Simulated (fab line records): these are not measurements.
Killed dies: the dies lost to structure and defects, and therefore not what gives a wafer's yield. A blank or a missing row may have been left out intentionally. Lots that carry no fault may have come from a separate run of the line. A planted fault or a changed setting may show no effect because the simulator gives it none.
Chamber matching | flow nandHarc | NHARC_P_M0_DESCUM_14 on rieDiel-10: 4 sister chambers
The step chemistry O2, time 3 s. 4 wafers are shown with their chamber, then 12 later ones without.

== WAFERS, EACH WITH ITS CHAMBER ==
wafer  | chamber | drypumpMotorCurrentA (A)
L089.2 | 1       | 5.7
L090.1 | 3       | 5.7
L090.4 | 2       | 5.2
L090.6 | 0       | 5.3

== WAFERS WITH NO CHAMBER GIVEN ==
wafer  | drypumpMotorCurrentA (A)
L092.1 | 5.7
L092.4 | 5.3
L092.6 | 5.7
L091.1 | 5.7
L091.3 | 5.2
L091.6 | 5.6
L093.2 | 5.2
L093.3 | 5.7
L093.6 | 5.2
L097.1 | 5.2
L097.4 | 5.3
L097.6 | 5.7

== EACH ONE'S CHAMBER ==
wafer  | from the rows above     | in truth
L092.1 | can't be placed: 1 or 3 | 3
L092.4 | 0                       | 0
L092.6 | can't be placed: 1 or 3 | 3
L091.1 | can't be placed: 1 or 3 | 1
L091.3 | 2                       | 2
L091.6 | can't be placed: 1 or 3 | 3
L093.2 | 2                       | 2
L093.3 | can't be placed: 1 or 3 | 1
L093.6 | 2                       | 2
L097.1 | 2                       | 2
L097.4 | 0                       | 0
L097.6 | can't be placed: 1 or 3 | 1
Correct placement for 6 of the 12. Can't be placed from these rows: 6 (the true chamber is among the candidates in 6). 0 placed wrongly.
How it was worked out, from the rows above alone: a wafer's distance from a chamber is the root of the sum, over the readings, of the square of ((its reading less the chamber's mean) divided by the reading's scatter). If the next closest chamber is less than 2 further off than the closest, the wafer can't be placed; otherwise it belongs to the closest. The mean given for a chamber averages the wafers shown for that chamber. The scatter: with one shown wafer a chamber, the root of the mean of the squares of how far each hidden wafer lies from its nearest shown one.
